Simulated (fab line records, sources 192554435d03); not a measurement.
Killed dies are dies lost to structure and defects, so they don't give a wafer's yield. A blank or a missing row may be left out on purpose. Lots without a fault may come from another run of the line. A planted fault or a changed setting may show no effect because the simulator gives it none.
Which tool did it? | flow n5_finfet | 12 lots, 36 wafers sampled, at 1 step of a route of 1938

WHAT THE GAUGES READ, wafer by wafer
N5_BEOL_M9_INSPECT_58: inspects for defects (darkfield).
lot  | measured     | on                | raw_defect_count
L076 | day 10 14:27 | defect_inspect-02 | 117 69 88
L075 | day 11 04:29 | defect_inspect-02 | 78 52 55
L080 | day 12 07:47 | defect_inspect-02 | 56 82 64
L082 | day 12 13:00 | defect_inspect-01 | 67 86 60
L083 | day 12 17:31 | defect_inspect-01 | 52 40 66
L084 | day 13 15:56 | defect_inspect-01 | 95 42 58
L087 | day 13 22:20 | defect_inspect-01 | 57 57 86
L086 | day 14 00:43 | defect_inspect-02 | 78 106 50
L091 | day 14 14:14 | defect_inspect-01 | 33 72 71
L093 | day 15 16:29 | defect_inspect-02 | 66 56 41
L094 | day 16 07:31 | defect_inspect-01 | 46 44 61
L097 | day 17 04:28 | defect_inspect-02 | 97 100 163

WHICH TOOL RAN EACH LOT (tool, then ch and the chambers of the sampled wafers, then the start)
The record holds no process step before these readings.

THE ANSWER, worked out from the rows above alone
Rule: what is usual is taken from the lots themselves. Put in order of their means at a reading, lots are off if they are a third of the lots or fewer, leave a main group of 4 or more, and stand apart from it by a gap of 3 or more times the standard deviation of the main group's means; of several such gaps the widest counts. A main group whose means are all the same, to the digits that the tables above print for the reading, isn't used. A lot without any number at a reading at which 4 lots or more have one is off too. The other lots that the step has rows for count as sound.
No lot is off at any reading shown: from this, nothing can be told.

WHAT THE SIMULATOR HAD PUT IN
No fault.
